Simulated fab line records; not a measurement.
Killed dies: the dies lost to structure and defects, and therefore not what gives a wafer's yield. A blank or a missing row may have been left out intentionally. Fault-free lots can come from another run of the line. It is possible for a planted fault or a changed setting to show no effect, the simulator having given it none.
Which of the tools did it? + flow nand_harc + 12 lots with 36 wafers sampled at 5 steps, on a route of 1302 steps

## WHAT THE GAUGES READ, wafer by wafer
NHARC_P_ZERO_WELL_CD_MEAS_11: the cd target is 500 nm.
| lot  | measured     | on        | cd_nm (nm)        |
|------|--------------|-----------|-------------------|
| L919 | day 1 21:14  | cd_sem-01 | 503.5 503.6 502.6 |
| L921 | day 2 17:15  | cd_sem-02 | 501.0 499.4 500.6 |
| L922 | day 3 03:07  | cd_sem-01 | 502.2 502.7 503.7 |
| L924 | day 3 23:07  | cd_sem-01 | 502.8 502.9 503.2 |
| L925 | day 4 09:14  | cd_sem-02 | 505.2 502.0 503.5 |
| L926 | day 4 19:23  | cd_sem-02 | 501.5 503.8 500.0 |
| L928 | day 5 15:14  | cd_sem-02 | 499.6 498.1 499.7 |
| L929 | day 6 01:15  | cd_sem-02 | 500.2 498.6 499.7 |
| L936 | day 8 23:14  | cd_sem-01 | 500.9 499.2 498.9 |
| L937 | day 9 09:14  | cd_sem-01 | 502.5 502.2 500.4 |
| L940 | day 10 15:07 | cd_sem-03 | 499.2 500.3 499.0 |
| L942 | day 11 11:07 | cd_sem-03 | 504.5 505.5 501.6 |

NHARC_END_SORT_01.
| lot  | measured     | on        | killed_at_array | killed_at_other | killed_at_periphery | killed_dies | killed_open | killed_short |
|------|--------------|-----------|-----------------|-----------------|---------------------|-------------|-------------|--------------|
| L919 | day 24 18:54 | prober-01 | 90 102 71       | 0 0 2           | 3 1 3               | 93 103 76   | 2 4 1       | 2 0 1        |
| L921 | day 25 01:46 | prober-02 | 44 57 52        | 0 0 1           | 6 3 3               | 50 60 56    | 5 4 6       | 0 1 4        |
| L922 | day 25 13:47 | prober-02 | 84 74 91        | 0 0 0           | 4 3 4               | 88 77 95    | 3 2 10      | 1 2 2        |
| L924 | day 26 06:21 | prober-01 | 103 92 83       | 2 0 3           | 5 10 8              | 110 102 94  | 2 3 0       | 3 2 0        |
| L925 | day 26 16:31 | prober-02 | 21 23 20        | 0 0 1           | 6 1 2               | 27 24 23    | 3 3 3       | 3 1 2        |
| L926 | day 26 23:11 | prober-01 | 100 117 118     | 0 0 3           | 6 1 3               | 106 118 124 | 6 5 6       | 4 0 6        |
| L928 | day 28 06:05 | prober-01 | 71 74 63        | 4 6 5           | 602 597 609         | 677 677 677 | 3 1 4       | 1 4 0        |
| L929 | day 28 11:41 | prober-02 | 22 28 22        | 0 0 0           | 655 649 655         | 677 677 677 | 6 5 6       | 2 2 1        |
| L936 | day 32 08:10 | prober-02 | 46 49 50        | 0 0 0           | 4 4 5               | 50 53 55    | 6 1 2       | 1 4 5        |
| L937 | day 32 05:50 | prober-01 | 60 48 44        | 0 1 0           | 4 2 3               | 64 51 47    | 1 0 2       | 2 1 0        |
| L940 | day 34 16:57 | prober-01 | 40 51 40        | 0 0 0           | 3 7 5               | 43 58 45    | 1 6 1       | 1 1 2        |
| L942 | day 33 23:48 | prober-02 | 34 33 39        | 4 1 0           | 5 2 4               | 43 36 43    | 2 3 3       | 2 1 2        |

## WHICH TOOL RAN EACH LOT (tool, then ch and the chambers of the sampled wafers, then the start)
| lot  | NHARC_P_ZERO_WELL_RTA_42         | NHARC_P_STI_ETCH_31                | NHARC_P_STI_CMP_21            |
|------|----------------------------------|------------------------------------|-------------------------------|
| L919 | rtp_anneal-02 ch 0, day 2 02:44  | rie_diel-07 ch 0,2,3, day 2 20:43  | cmp-01 ch 0,1, day 3 17:59    |
| L921 | rtp_anneal-01 ch 0, day 2 23:09  | rie_diel-05 ch 0,1, day 3 15:10    | cmp-03 ch 1,2, day 4 09:26    |
| L922 | rtp_anneal-02 ch 0, day 3 08:52  | rie_diel-05 ch 0,1,2, day 4 02:19  | cmp-04 ch 1,2,3, day 4 23:08  |
| L924 | rtp_anneal-01 ch 0, day 4 04:54  | rie_diel-05 ch 0,1,3, day 4 20:35  | cmp-03 ch 0,2,3, day 5 14:24  |
| L925 | rtp_anneal-01 ch 0, day 4 18:51  | rie_diel-05 ch 1,2, day 5 10:21    | cmp-03 ch 0,2, day 6 05:58    |
| L926 | rtp_anneal-02 ch 0, day 5 01:02  | rie_diel-05 ch 1,2, day 5 17:02    | cmp-01 ch 0,3, day 6 11:28    |
| L928 | rtp_anneal-02 ch 0, day 5 20:46  | rie_diel-05 ch 0,2,3, day 6 12:18  | cmp-01 ch 1,3, day 7 07:43    |
| L929 | rtp_anneal-01 ch 0, day 6 07:08  | rie_diel-05 ch 0,3, day 7 01:08    | cmp-04 ch 0,1,2, day 7 19:26  |
| L936 | rtp_anneal-01 ch 0, day 9 05:19  | rie_diel-11 ch 0,2,3, day 9 21:52  | cmp-03 ch 1,2, day 10 20:23   |
| L937 | rtp_anneal-02 ch 0, day 9 14:50  | rie_diel-07 ch 0,2, day 10 12:35   | cmp-04 ch 1,3, day 11 11:02   |
| L940 | rtp_anneal-02 ch 0, day 10 22:28 | rie_diel-05 ch 0,1, day 11 15:11   | cmp-01 ch 0,1,2, day 12 09:34 |
| L942 | rtp_anneal-01 ch 0, day 11 16:55 | rie_diel-07 ch 0,1,2, day 12 08:18 | cmp-03 ch 0,1,2, day 13 04:01 |
- NHARC_P_ZERO_WELL_RTA_42: time 300 s.
- NHARC_P_STI_ETCH_31: etches the open film in CF4/CHF3, target depth 108.9 nm, time 54.5 s.
- NHARC_P_STI_CMP_21: polishes, t overpolish 20 s, target thk 380.67 nm.

## WHAT THE TOOLS THEMSELVES READ (means of the sampled wafers that have a number; where no wafer has one, the mark that the record gives instead)
NHARC_P_ZERO_WELL_RTA_42.
| lot  | tool          | anneal_temp_c_max | lamp_power_pct (%) | lamp_zone_4_pct (%) | wafer_temp_C_max |
|------|---------------|-------------------|--------------------|---------------------|------------------|
| L919 | rtp_anneal-02 | 1107.1            | 41.0               | 41.0                | 1106.3           |
| L921 | rtp_anneal-01 | 1105.5            | 38.1               | 38.1                | 1106.1           |
| L922 | rtp_anneal-02 | 1107.7            | 41.0               | 41.0                | 1107.1           |
| L924 | rtp_anneal-01 | 1105.3            | 38.1               | 38.1                | 1105.7           |
| L925 | rtp_anneal-01 | 1104.6            | 38.0               | 38.0                | 1104.4           |
| L926 | rtp_anneal-02 | 1108.7            | 41.0               | 41.0                | 1106.7           |
| L928 | rtp_anneal-02 | 1107.2            | 41.0               | 41.0                | 1107.3           |
| L929 | rtp_anneal-01 | 1105.7            | 38.1               | 38.1                | 1106.2           |
| L936 | rtp_anneal-01 | 1105.0            | 38.0               | 38.1                | 1106.1           |
| L937 | rtp_anneal-02 | 1107.7            | 41.0               | 41.0                | 1106.0           |
| L940 | rtp_anneal-02 | 1106.7            | 41.1               | 41.0                | 1107.7           |
| L942 | rtp_anneal-01 | 1106.1            | 38.0               | 38.0                | 1104.9           |

NHARC_P_STI_ETCH_31.
| lot  | tool        | bias_w (W) | cf4_flow_sccm (sccm) | drypump_motor_current_A (A) | mfc_ar_sccm (sccm) | oes_product_au (a.u.) | rf_vpp_V (V) | showerhead_plenum_p_Torr (Torr) | throttle_valve_pct (%) |
|------|-------------|------------|----------------------|-----------------------------|--------------------|-----------------------|--------------|---------------------------------|------------------------|
| L919 | rie_diel-07 | 200.0      | 100.08               | 5.9                         | 0.013              | 0.967                 | 373.6        | 1.66                            | 16.802                 |
| L921 | rie_diel-05 | 200.0      | 100.36               | 5.7                         | 0.014              | 0.966                 | 372.2        | 1.63                            | 16.805                 |
| L922 | rie_diel-05 | 200.4      | 100.17               | 5.4                         | 0.014              | 0.975                 | 371.5        | 1.63                            | 16.800                 |
| L924 | rie_diel-05 | 199.9      | 99.90                | 5.6                         | 0.016              | 0.978                 | 371.7        | 1.63                            | 16.793                 |
| L925 | rie_diel-05 | 199.8      | 100.19               | 5.2                         | 0.014              | 0.969                 | 373.3        | 1.62                            | 16.798                 |
| L926 | rie_diel-05 | 199.4      | 100.08               | 5.2                         | 0.014              | 0.926                 | 372.2        | 1.62                            | 16.796                 |
| L928 | rie_diel-05 | -          | -                    | -                           | -                  | -                     | -            | -                               | -                      |
| L929 | rie_diel-05 | -          | -                    | -                           | -                  | -                     | -            | -                               | -                      |
| L936 | rie_diel-11 | 199.7      | 99.88                | 5.7                         | 0.000              | 0.959                 | 372.5        | 1.63                            | 16.804                 |
| L937 | rie_diel-07 | 199.6      | 99.95                | 6.1                         | 0.007              | 0.963                 | 374.1        | 1.66                            | 16.801                 |
| L940 | rie_diel-05 | 199.5      | 99.99                | 5.5                         | 0.026              | 0.973                 | 371.5        | 1.60                            | 16.792                 |
| L942 | rie_diel-07 | 199.7      | 100.02               | 5.9                         | 0.019              | 0.978                 | 372.8        | 1.63                            | 16.812                 |

NHARC_P_STI_CMP_21.
| lot  | tool   | motor_current_A (A) | overpolish_run_s (s) |
|------|--------|---------------------|----------------------|
| L919 | cmp-01 | 12.8                | 19.996               |
| L921 | cmp-03 | 11.6                | 20.004               |
| L922 | cmp-04 | 12.2                | 19.998               |
| L924 | cmp-03 | 11.2                | 19.995               |
| L925 | cmp-03 | 11.5                | 19.996               |
| L926 | cmp-01 | 12.8                | 20.005               |
| L928 | cmp-01 | 11.7                | 19.998               |
| L929 | cmp-04 | 11.6                | 20.004               |
| L936 | cmp-03 | 12.4                | 19.997               |
| L937 | cmp-04 | 13.4                | 19.993               |
| L940 | cmp-01 | 12.0                | 20.005               |
| L942 | cmp-03 | 12.0                | 20.009               |

## THE ANSWER, worked out from the rows above alone
Rule: the usual values come from the lots themselves. The widest of any qualifying gaps counts: lots, ordered by their means at a reading, are off when they make up no more than a third of the lots, leave a main group of 4 or more, and stand apart from it by 3 or more times the standard deviation of that group's means. If all means in a main group match to the digits the tables above print for the reading, that group is not used. A lot without any number at a reading at which 4 lots or more have one is off too. Any other lot the step has rows for is counted as sound. Order of review: gauges by route order, followed by the tools' own readings, for which a lot's mean as printed above is used. At the first step where some lot is off, the reading lying furthest off is the one used; lots without a number count as furthest.
Off: L928, L929, at NHARC_END_SORT_01 (killed_at_periphery). Mean 4.0 and standard deviation 1.4 in the main group.
A tool fits if, at a process step before that reading, it ran every lot that is off, and no sound lot after the first of them. The gauges at NHARC_END_SORT_01 aren't tried: what is off there is off at NHARC_P_STI_ETCH_31 too, on other tools, and a gauge's error can't cause that. Not one of the candidates tried fits.

## WHAT THE SIMULATOR HAD INSERTED
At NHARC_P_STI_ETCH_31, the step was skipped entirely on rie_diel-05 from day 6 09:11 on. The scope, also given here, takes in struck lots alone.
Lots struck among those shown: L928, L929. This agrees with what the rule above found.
